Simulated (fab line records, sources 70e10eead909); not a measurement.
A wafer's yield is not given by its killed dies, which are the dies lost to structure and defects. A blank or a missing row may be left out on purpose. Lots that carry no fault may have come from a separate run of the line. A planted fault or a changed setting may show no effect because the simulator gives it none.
fab line records	flow nandHarc
record: lots: 6	wafers: 18	lastDay: 24
route steps=1159 shown P_M1@315 P_M2@318 END@1159
lots with no fault: from the same line, run without faults
startH: the number of hours between the record's first day and the start of the first shown wafer of the lot	waitH: time in hours since the lot's previous step	" unchanged from the row above	L1.1+2: several wafers, shown together as one row	- no value, or no start given	* or withheld: withheld	< > ~ a bound
route shown NAME@n: names a module that has steps shown in the file, with the first one's number in the route	usual: mean/standard deviation taken from wafers without a fault	same: alike in all rows	chamber/n: place in a boat	sites: per-site readings	_std_site: standard deviation across them	_edge_site: mean of outer sites minus mean of inner sites	radiusMm: how far each site lies from the wafer's centre	mask NAME#n: copy n	behind: the tool/chamber that last shaped the wafer	hold: the reason the lot was held/the length of the hold in hours/how it ended	device: names the non-switching transistor (n, p or np)	end of line: tests run on the same wafers once the route is complete	a step with no rows: only its recipe	killed: the dies lost at the first sort to structure and to defects; this is not the yield of the wafer	map: the dies of a wafer, with x for killed, . for not killed, _ for no die there
set.NAME: the run value of the setting; set.NAME@STEP: its run value at that earlier step	model.NAME: the simulator's own value behind a step, which no gauge read
lots seen at some steps along the route; tables by step, rows by wafer
services: a tool's chamber out of use, with start hour (startH, from the record's first day; less than 0 if before it), hours out, and reason
== steps ==
step: NHARC_P_M1_INSPECT_27
usual: rawDefectCount: 328/140
lot.wafer	tool	chamber	startH	waitH	rawDefectCount
L301.1	defectInspect-02	-	138.55	0.0	242
L301.3	"	-	"	"	265
L301.5	"	-	"	"	228
L305.1	defectInspect-01	-	156.85	0.0	358
L305.2	"	-	"	"	480
L305.6	"	-	"	"	442
L306.1	defectInspect-01	-	157.62	0.0	398
L306.2	"	-	"	"	499
L306.3	"	-	"	"	376
L313.1	defectInspect-02	-	207.58	0.0	187
L313.3	"	-	"	"	179
L313.6	"	-	"	"	242
L318.2	defectInspect-01	-	233.08	0.0	223
L318.4	"	-	"	"	179
L318.5	"	-	"	"	166
L322.2	defectInspect-02	-	255.30	0.0	239
L322.3	"	-	"	"	312
L322.5	"	-	"	"	575
step: NHARC_P_M1_PRE_CLEAN_32
recipe: timeS: 12	tempC: 370	rfPowerW: 300	gas: NH3
usual: heaterPowerW: 589/64
lot.wafer	tool	chamber	startH	waitH	heaterPowerW
L301.1	pecvd-01	2	138.62	0.1	569
L301.3	"	0	"	"	633
L301.5	"	1	"	"	617
L305.1	pecvd-04	1	156.92	0.1	667
L305.2	"	2	"	"	624
L305.6	"	1	"	"	673
L306.1	pecvd-04	1	157.68	0.1	652
L306.3	"	2	"	"	696
L306.2	"	0	"	"	724
L313.1	pecvd-03	2	207.65	0.1	464
L313.3	"	1	"	"	654
L313.6	"	2	"	"	483
L318.2	pecvd-03	1	233.15	0.1	567
L318.4	"	1	"	"	574
L318.5	"	0	"	"	566
L322.3	pecvd-03	1	255.38	0.1	654
L322.2	"	2	"	"	499
L322.5	"	2	"	"	492
step: NHARC_P_M1_DEP_33
recipe: targetThkA: 300	tempC: 370	targetThkNm: 30	pressureTorr: 3	flowSccm: 200	rfW: 450	material: SiCN
usual: heaterPowerW: 526/61
lot.wafer	tool	chamber	startH	waitH	heaterPowerW
L301.1	pecvd-01	2	138.70	0.1	454
L301.3	"	0	"	"	565
L301.5	"	1	"	"	621
L305.1	pecvd-04	1	157.00	0.1	554
L305.2	"	2	"	"	581
L305.6	"	1	"	"	560
L306.1	pecvd-04	1	157.77	0.1	609
L306.3	"	2	"	"	638
L306.2	"	0	"	"	616
L313.1	pecvd-03	2	207.73	0.1	466
L313.3	"	1	"	"	481
L313.6	"	2	"	"	471
L318.2	pecvd-03	1	233.22	0.1	541
L318.4	"	1	"	"	542
L318.5	"	0	"	"	423
L322.3	pecvd-03	1	255.49	0.1	502
L322.2	"	2	"	"	508
L322.5	"	2	"	"	411
step: NHARC_P_M2_DEP_00
recipe: targetThkA: 1825	targetThkNm: 182.5	tempC: withheld	pressureTorr: 5	flowSccm: 200	rfW: 600	material: SiOC
step: NHARC_P_M2_DEHYDRATE_01
recipe: tempC: 150	timeS: 120
step: NHARC_P_M2_HMDS_02
recipe: timeS: 30
step: NHARC_P_M2_COAT_34
recipe: tempC: 200	timeS: 65
step: NHARC_P_M2_COAT_03
recipe: spinRpm: 1500	resistThkNm: 90
step: NHARC_P_M2_SOFTBAKE_04
recipe: tempC: 105	timeS: 55
step: NHARC_P_M2_EBR_05
step: NHARC_P_M2_EXPOSE_06
recipe: na: 1.35	targetCdNm: 170	doseMj: 80.78	maskId: P_M2
step: NHARC_P_M2_PEB_07
recipe: pebTempC: 100	pebTimeS: 65
usual: heaterPowerTotalW: 156.7/0.38	plateTempC: 100.03/0.13
lot.wafer	tool	chamber	startH	waitH	heaterPowerTotalW	plateTempC
L301.1	lithoTrack-06	0	139.87	0.1	156.2	99.91
L301.3	"	0	"	"	157.2	99.89
L301.5	"	0	"	"	157.0	100.13
L305.1	lithoTrack-04	0	158.22	0.1	162.8	102.94
L305.2	"	0	"	"	163.2	102.96
L305.6	"	0	"	"	162.8	103.00
L306.1	lithoTrack-04	0	158.94	0.1	163.0	102.65
L306.2	"	0	"	"	162.4	102.78
L306.3	"	0	"	"	163.3	102.82
L313.1	lithoTrack-06	0	209.08	0.1	156.9	99.98
L313.3	"	0	"	"	157.1	100.07
L313.6	"	0	"	"	156.2	100.00
L318.2	lithoTrack-01	0	234.38	0.1	156.3	99.93
L318.4	"	0	"	"	156.9	100.00
L318.5	"	0	"	"	156.4	99.74
L322.2	lithoTrack-04	0	256.49	0.1	157.1	100.08
L322.3	"	0	"	"	157.0	99.96
L322.5	"	0	"	"	156.0	100.07
step: NHARC_P_M2_DEVELOP_08
recipe: developTimeS: 35	devTempC: 23
step: NHARC_P_M2_CD_MEAS_09
recipe: targetCdNm: 170	landingEnergyEv: 500
usual: cdNm: 170.1/0.71
lot.wafer	tool	chamber	startH	waitH	cdNm
L301.1	cdSem-02	0	139.95	-	170.9
L301.3	"	0	"	"	170.8
L301.5	"	0	"	"	170.6
L305.1	cdSem-03	0	158.30	-	178.7
L305.2	"	0	"	"	178.9
L305.6	"	0	"	"	179.1
L306.1	cdSem-02	0	159.02	-	178.9
L306.2	"	0	"	"	179.1
L306.3	"	0	"	"	178.4
L313.1	cdSem-02	0	209.16	-	171.0
L313.3	"	0	"	"	170.6
L313.6	"	0	"	"	171.4
L318.2	cdSem-02	0	234.46	-	170.5
L318.4	"	0	"	"	170.1
L318.5	"	0	"	"	170.7
L322.2	cdSem-01	0	256.57	-	169.2
L322.3	"	0	"	"	169.6
L322.5	"	0	"	"	169.9
step: NHARC_P_M2_OVL_MEAS_10
recipe: pitchNm: 340
usual: overlayXNm: 0.1/0.91	overlayYNm: -0.1/0.87
lot.wafer	tool	chamber	startH	waitH	overlayXNm	overlayYNm
L301.1	overlay-02	-	140.03	-	1.7	-0.2
L301.3	"	-	"	"	1.8	-0.3
L301.5	"	-	"	"	1.5	-0.7
L305.1	overlay-01	-	158.39	-	1.0	0.8
L305.2	"	-	"	"	1.2	0.3
L305.6	"	-	"	"	1.3	0.8
L306.1	overlay-02	-	159.11	-	0.4	1.4
L306.2	"	-	"	"	0.3	1.2
L306.3	"	-	"	"	0.7	1.5
L313.1	overlay-02	-	209.25	-	-0.7	0.6
L313.3	"	-	"	"	-0.4	0.5
L313.6	"	-	"	"	-0.5	-0.1
L318.2	overlay-01	-	234.55	-	-0.6	-0.4
L318.4	"	-	"	"	-0.6	0.0
L318.5	"	-	"	"	-0.4	-0.2
L322.2	overlay-01	-	256.66	-	-0.5	1.3
L322.3	"	-	"	"	-0.4	1.0
L322.5	"	-	"	"	-0.7	0.5
step: NHARC_P_M2_INSPECT_11
usual: rawDefectCount: 4.4/2.5
lot.wafer	tool	chamber	startH	waitH	rawDefectCount
L301.1	defectInspect-02	-	140.07	0.0	5
L301.3	"	-	"	"	1
L301.5	"	-	"	"	2
L305.1	defectInspect-01	-	158.43	0.0	3
L305.2	"	-	"	"	4
L305.6	"	-	"	"	2
L306.1	defectInspect-01	-	159.15	0.0	5
L306.2	"	-	"	"	7
L306.3	"	-	"	"	4
L313.1	defectInspect-02	-	209.28	0.0	1
L313.3	"	-	"	"	4
L313.6	"	-	"	"	4
L318.2	defectInspect-01	-	234.59	0.0	3
L318.4	"	-	"	"	6
L318.5	"	-	"	"	4
L322.2	defectInspect-02	-	256.70	0.0	8
L322.3	"	-	"	"	3
L322.5	"	-	"	"	2
step: NHARC_P_M2_DESCUM_14
recipe: timeS: 3	o2FlowSccm: 200	arFlowSccm: 0	biasPowerW: 0	chemistry: O2
usual: drypumpMotorCurrentA: 5.4/0.36	oesProductAu: 1.001/0.011	rfVppV: 57.7/0.83	showerheadPlenumPTorr: 1.87/0.064	throttleValvePct: 11.311/0.009
lot.wafer	tool	chamber	startH	waitH	drypumpMotorCurrentA	oesProductAu	rfHoursCounterH	rfVppV	showerheadPlenumPTorr	throttleValvePct	model.P_M2.cdNm
L301.3	rieDiel-09	3	140.23	0.2	5.1	0.995	2	57.3	1.81	11.318	170.5
L301.1	"	1	"	"	5.3	0.982	2	58.4	1.81	11.298	170.5
L301.5	"	3	"	"	5.0	0.995	-	57.5	1.81	11.312	170.2
L305.1	rieDiel-09	3	158.49	0.1	5.1	0.991	2	57.2	1.81	11.308	178.9
L305.2	"	0	"	"	5.6	1.005	2	57.8	1.85	11.317	178.6
L305.6	"	0	"	"	5.6	1.008	-	57.1	1.85	11.301	178.5
L306.1	rieDiel-12	3	159.24	0.1	6.2	1.000	24	58.2	1.84	11.315	178.9
L306.3	"	0	"	"	5.5	0.981	23	58.2	1.92	11.300	178.7
L306.2	"	1	"	"	4.7	0.982	24	57.0	2.02	11.298	178.6
L313.1	rieDiel-09	0	209.34	0.1	5.6	1.004	5	58.6	1.85	11.310	170.6
L313.3	"	2	"	"	5.6	0.993	4	57.7	1.94	11.316	170.2
L313.6	"	1	"	"	5.3	0.987	-	56.8	1.81	11.315	171.4
L318.4	rieDiel-12	1	234.65	0.1	4.7	1.003	4	59.0	2.02	11.295	169.6
L318.2	"	0	"	"	5.5	1.019	5	59.4	1.91	11.315	170.4
L318.5	"	2	"	"	5.1	1.019	-	57.1	1.88	11.312	170.3
L322.2	rieDiel-12	0	256.79	0.1	5.5	1.013	6	57.9	1.91	11.321	169
L322.3	"	1	"	"	4.7	1.007	9	58.8	2.01	11.305	169.4
L322.5	"	3	"	"	6.1	1.016	-	58.8	1.83	11.316	169.3
step: NHARC_P_M2_ETCH_35
recipe: targetDepthA: 400	overetchA: 120	timeS: 43.94	ionEnergyEv: 200	n2FlowSccm: 150	h2FlowSccm: 150	arFlowSccm: 0	rfW: 400	biasW: 150	chemistry: N2/H2
usual: drypumpMotorCurrentA: 5.4/0.36	oesProductAu: 1.000/0.01	rfVppV: 429.1/2	showerheadPlenumPTorr: 1.99/0.07	throttleValvePct: 14.171/0.0091
lot.wafer	tool	chamber	startH	waitH	drypumpMotorCurrentA	oesProductAu	rfHoursCounterH	rfVppV	showerheadPlenumPTorr	throttleValvePct
L301.1	rieDiel-09	1	140.31	0.1	5.3	0.995	2	426.1	1.92	14.166
L301.3	"	2	"	"	5.6	1.020	2	431.5	2.07	14.172
L301.5	"	2	"	"	5.5	1.010	-	432.0	2.07	14.159
L305.2	rieDiel-09	1	158.58	0.1	5.3	0.991	2	427.4	1.92	14.173
L305.1	"	2	"	"	5.6	0.995	2	430.9	2.07	14.171
L305.6	"	0	"	"	5.6	0.999	-	428.7	1.97	14.169
L306.2	rieDiel-12	3	159.59	0.3	6.2	1.011	24	427.7	1.96	14.165
L306.1	"	0	"	"	5.5	0.996	23	430.8	2.04	14.168
L306.3	"	2	"	"	5.1	1.009	24	429.7	2.01	14.178
L313.1	rieDiel-09	2	209.44	0.1	5.6	1.001	4	431.7	2.06	14.177
L313.3	"	3	"	"	5.1	0.996	5	427.2	1.92	14.168
L313.6	"	1	"	"	5.3	0.992	-	428.7	1.92	14.170
L318.4	rieDiel-12	3	234.73	0.1	6.2	0.994	4	428.4	1.95	14.179
L318.2	"	1	"	"	4.7	0.999	4	434.8	2.15	14.161
L318.5	"	0	"	"	5.5	1.006	-	430.6	2.04	14.183
L322.2	rieDiel-12	1	256.89	0.1	4.7	1.008	9	433.3	2.15	14.175
L322.3	"	3	"	"	6.2	1.004	9	427.2	1.95	14.175
L322.5	"	1	"	"	4.7	1.007	-	432.5	2.15	14.167
step: NHARC_P_M2_ETCH_15
recipe: targetDepthA: 1825	timeS: 91.2	c4f8FlowSccm: withheld	arFlowSccm: 400	rfW: 600	biasW: 300	chemistry: C4F8/Ar
usual: oesProductAu: 0.947/0.02	rfVppV: 439.5/2.1
lot.wafer	tool	chamber	startH	waitH	oesProductAu	rfHoursCounterH	rfVppV
L301.3	rieDiel-09	1	-	-	0.956	2	437.2
L301.1	"	3	"	"	0.932	2	438.1
L301.5	"	1	"	"	0.961	-	438.2
L305.2	rieDiel-09	2	-	-	0.979	2	441.8
L305.1	"	0	"	"	0.973	2	439.7
L305.6	"	1	"	"	0.978	-	437.7
L306.1	rieDiel-12	2	-	-	0.924	24	439.0
L306.2	"	0	"	"	0.926	23	439.8
L306.3	"	1	"	"	0.921	24	443.7
L313.1	rieDiel-09	3	-	-	0.912	5	438.9
L313.3	"	0	"	"	0.944	5	438.9
L313.6	"	2	"	"	0.925	-	440.5
L318.4	rieDiel-12	0	-	-	0.935	5	441.7
L318.2	"	2	"	"	0.938	4	439.3
L318.5	"	3	"	"	0.927	-	438.1
L322.2	rieDiel-12	0	-	-	0.936	6	440.2
L322.3	"	1	"	"	0.942	9	444.1
L322.5	"	1	"	"	0.933	-	443.3
step: NHARC_P_M2_CD_MEAS_16
usual: cdNm: 169.9/0.86
lot.wafer	tool	chamber	startH	waitH	cdNm
L301.1	cdSem-01	-	140.53	-	170.4
L301.3	"	-	"	"	169.6
L301.5	"	-	"	"	169.4
L305.1	cdSem-02	-	158.79	-	178.1
L305.2	"	-	"	"	178.5
L305.6	"	-	"	"	178.2
L306.1	cdSem-02	-	159.81	-	178.5
L306.2	"	-	"	"	179.1
L306.3	"	-	"	"	179.1
L313.1	cdSem-01	-	209.65	-	170.3
L313.3	"	-	"	"	170.0
L313.6	"	-	"	"	171.3
L318.2	cdSem-03	-	234.96	-	169.6
L318.4	"	-	"	"	169.5
L318.5	"	-	"	"	169.8
L322.2	cdSem-01	-	257.15	-	168.4
L322.3	"	-	"	"	170.1
L322.5	"	-	"	"	169.6
step: NHARC_P_M2_STRIP_18
recipe: powerW: 1000	n2FlowSccm: 150	h2FlowSccm: 150	arFlowSccm: 0	biasW: 0	chemistry: N2/H2
usual: drypumpMotorCurrentA: 5.4/0.31	oesProductAu: 1.000/0.011	rfVppV: 90.4/0.97	showerheadPlenumPTorr: 1.98/0.067	throttleValvePct: 14.170/0.0093
lot.wafer	tool	chamber	startH	waitH	drypumpMotorCurrentA	oesProductAu	rfHoursCounterH	rfVppV	showerheadPlenumPTorr	throttleValvePct
L301.1	rieDiel-09	1	140.66	0.1	5.3	0.987	2	90.6	1.92	14.171
L301.3	"	2	"	"	5.6	1.002	2	89.6	2.07	14.183
L301.5	"	0	"	"	5.6	1.004	-	89.8	1.97	14.173
L305.1	rieDiel-09	3	158.89	0.1	5.1	0.984	2	89.4	1.93	14.187
L305.2	"	1	"	"	5.3	0.982	2	89.0	1.92	14.173
L305.6	"	3	"	"	5.1	0.984	-	89.0	1.93	14.166
L306.1	rieDiel-09	1	159.88	0.1	5.3	0.990	2	89.7	1.92	14.176
L306.2	"	2	"	"	5.6	1.004	2	91.2	2.07	14.174
L306.3	"	3	"	"	5.0	0.994	3	90.3	1.92	14.181
L313.1	rieDiel-09	1	209.72	0.1	5.3	0.995	5	90.8	1.92	14.169
L313.3	"	2	"	"	5.7	1.003	4	90.6	2.06	14.177
L313.6	"	1	"	"	5.3	1.001	-	91.8	1.92	14.177
L318.4	rieDiel-09	0	235.03	0.1	5.6	1.016	6	90.5	1.97	14.173
L318.2	"	3	"	"	5.1	0.993	6	90.5	1.92	14.173
L318.5	"	1	"	"	5.3	0.982	-	89.4	1.92	14.181
L322.2	rieDiel-02	0	257.22	0.1	5.9	0.997	33	90.6	2.01	14.161
L322.3	"	2	"	"	5.2	1.010	36	89.1	1.89	14.163
L322.5	"	1	"	"	5.5	1.015	-	91.7	2.08	14.169
step: NHARC_P_M2_ETCH_28
recipe: targetDepthA: 300	overEtchFrac: 0.3	timeS: 72.99	ionEnergyEv: 150	cf4FlowSccm: 50	n2FlowSccm: 100	arFlowSccm: 150	rfW: 300	biasW: 100	chemistry: CF4/N2
usual: drypumpMotorCurrentA: 5.4/0.31	oesProductAu: 1.000/0.011	rfVppV: 313.1/1.6	showerheadPlenumPTorr: 2.56/0.079	throttleValvePct: 19.795/0.0096
lot.wafer	tool	chamber	startH	waitH	drypumpMotorCurrentA	oesProductAu	rfHoursCounterH	rfVppV	showerheadPlenumPTorr	throttleValvePct	model.P_M2.cdNm
L301.3	rieDiel-09	0	-	-	5.6	1.004	2	313.0	2.55	19.767	170
L301.1	"	1	"	"	5.3	0.990	2	312.7	2.49	19.782	169.2
L301.5	"	2	"	"	5.6	1.000	-	314.3	2.66	19.804	168.8
L305.2	rieDiel-09	3	-	-	5.1	0.991	3	310.4	2.49	19.790	178.5
L305.1	"	1	"	"	5.3	0.990	2	312.7	2.49	19.805	179.4
L305.6	"	3	"	"	5.1	0.998	-	311.1	2.49	19.809	179.5
L306.3	rieDiel-09	1	-	-	5.3	1.005	2	312.4	2.49	19.799	179.9
L306.1	"	3	"	"	5.0	0.990	3	310.4	2.49	19.784	178.5
L306.2	"	0	"	"	5.6	1.015	3	312.5	2.55	19.788	179.8
L313.3	rieDiel-09	1	-	-	5.3	0.989	5	311.6	2.49	19.810	170.5
L313.1	"	3	"	"	5.1	0.994	5	312.8	2.49	19.790	170.4
L313.6	"	0	"	"	5.6	1.012	-	312.3	2.55	19.793	171.5
L318.4	rieDiel-09	1	-	-	5.3	0.994	6	309.8	2.49	19.820	168.8
L318.2	"	2	"	"	5.6	1.000	5	316.9	2.66	19.803	169.8
L318.5	"	3	"	"	5.1	0.991	-	312.5	2.49	19.799	170.4
L322.2	rieDiel-02	1	-	-	5.5	1.006	34	315.5	2.67	19.784	168.9
L322.3	"	2	"	"	5.2	1.010	36	310.5	2.44	19.797	170.3
L322.5	"	1	"	"	5.5	1.023	-	314.2	2.67	19.788	169.1
step: NHARC_P_M2_STRIP_19
recipe: timeS: 600	tempC: 30	chemistry: postEtchResidueRemover
step: NHARC_END_SORT_01
recipe: tempC: 25
usual: defectLimitedYield: 95.4/1.8	killedAtArray: 27/11	killedAtOther: 0.7/1.1	killedAtPeriphery: 3.4/2.1	killedDies: 31/12	killedOpen: 3.6/2	killedShort: 2.0/1.3	sort_bin_2_pct: 1.5/0.71	sort_bin_3_pct: 0.25/0.22	sort_bin_4_pct: 2.9/1.2	sortNPass: 646/12	sortRimYieldPct: 95.0/2.5	sortYieldPct: 95.4/1.8
same: grossDies: 677	sort_bin_5_pct[%]: 0	sort_bin_6_pct[%]: 0	sort_bin_7_pct[%]: 0	sort_bin_8_pct[%]: 0	sortRimNGross: 106.00
lot.wafer	tool	chamber	startH	waitH	defectLimitedYield[%]	killedAtArray	killedAtOther	killedAtPeriphery	killedDies	killedOpen	killedShort	sort_bin_2_pct[%]	sort_bin_3_pct[%]	sort_bin_4_pct[%]	sortNPass	sortRimYieldPct[%]	sortYieldPct[%]
L306.1	prober-02	0	470.37	2.5	97.6	11	0	5	16	1	1	0.6	0.15	1.6	661	93.4	97.6
L306.2	prober-02	0	471.18	2.8	97.3	11	0	7	18	1	1	0.7	0.30	1.6	659	94.3	97.3
L306.3	prober-02	0	471.99	3.1	97.3	16	0	2	18	3	3	1.3	0	1.3	659	97.2	97.3
killed by level:class
L306.1 A_STAIRCASE:chamberFilmFlake=5 P_GATE:chamberFilmFlake=3 A_WL_FILL:chamberFilmFlake=2 A_BLC:chamberFilmFlake=2 P_GATE:geometricParticle:open=1 A_CHANNEL_FILL_D1:geometricParticle:short=1 P_STI:chamberFilmFlake=1 A_ZERO_WELL:chamberFilmFlake=1
L306.2 A_STAIRCASE:chamberFilmFlake=4 P_GATE:chamberFilmFlake=3 P_ZERO_WELL:chamberFilmFlake=2 P_STI:chamberFilmFlake=2 A_CHANNEL_HOLE_D1:chamberFilmFlake=2 A_BLC:chamberFilmFlake=2 A_WL_FILL:geometricParticle:open=1 A_WL_FILL:geometricParticle:short=1
L306.3 A_BLC:chamberFilmFlake=6 A_CHANNEL_HOLE_D1:chamberFilmFlake=2 A_STAIRCASE:chamberFilmFlake=2 P_M2:geometricParticle:open=1 A_CHANNEL_FILL_D1:geometricParticle:short=1 A_WL_FILL:geometricParticle:short=1 A_CONTACT:geometricParticle:open=1 A_CONTACT:geometricParticle:short=1
== services ==
tool	chamber	startH	hours	kind
lithoTrack-06	-	117.00	7.0	pm
rieDiel-09	-	127.60	0.3	repair
rieDiel-09	0	135.10	-	clean
rieDiel-09	1	135.10	-	clean
rieDiel-09	2	135.10	-	clean
rieDiel-09	3	135.10	-	clean
lithoTrack-04	-	141.00	7.0	pm
rieDiel-02	-	151.53	9.0	pm
pecvd-03	-	156.91	0.2	repair
rieDiel-09	0	159.63	-	clean
rieDiel-09	1	159.63	-	clean
rieDiel-09	2	161.96	8.5	repair
rieDiel-09	2	170.48	10.0	repair
rieDiel-12	-	187.46	0.5	repair
pecvd-04	-	195.33	13.0	pm
rieDiel-12	1	196.11	8.9	repair
pecvd-01	0	197.05	7.9	repair
rieDiel-12	-	202.40	9.0	pm
rieDiel-09	1	216.04	13.2	repair
rieDiel-02	3	229.59	5.3	repair
rieDiel-12	0	235.01	13.2	repair
pecvd-01	-	237.19	13.0	pm
rieDiel-09	1	240.65	5.4	repair
rieDiel-09	-	254.10	9.0	pm
== key ==
firstSign: step: NHARC_P_M2_PEB_07	reading: plateTempC	direction: up	sigmas: 22	usual: *	struck: *
effect: step: NHARC_P_M2_PEB_07	reading: heaterPowerTotalW	direction: up	sigmas: 16	usual: *	struck: *
effect: step: NHARC_P_M2_CD_MEAS_09	reading: cdNm	direction: up	sigmas: 12	usual: 170.1	struck: 178.8
effect: step: NHARC_P_M2_CD_MEAS_16	reading: cdNm	direction: up	sigmas: 10	usual: 169.9	struck: 178.6
modelEffect: step: NHARC_P_M2_DESCUM_14	value: P_M2.cdNm	without: 169.3	struck: 178.7
modelEffect: step: NHARC_P_M2_ETCH_28	value: P_M2.cdNm	without: 169.9	struck: 179.3
metAt NHARC_P_M2_PEB_07
struckWafers L305.1,L305.2,L305.6,L306.1,L306.2,L306.3
fault: kind: processParameterDrift	tool: lithoTrack-04	chamber: -	onsetH: 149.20	steps: NHARC_P_M2_PEB_07	channel: pebTempC	offset: *	shape: step	endH: 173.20	actsIn: *	stated: *
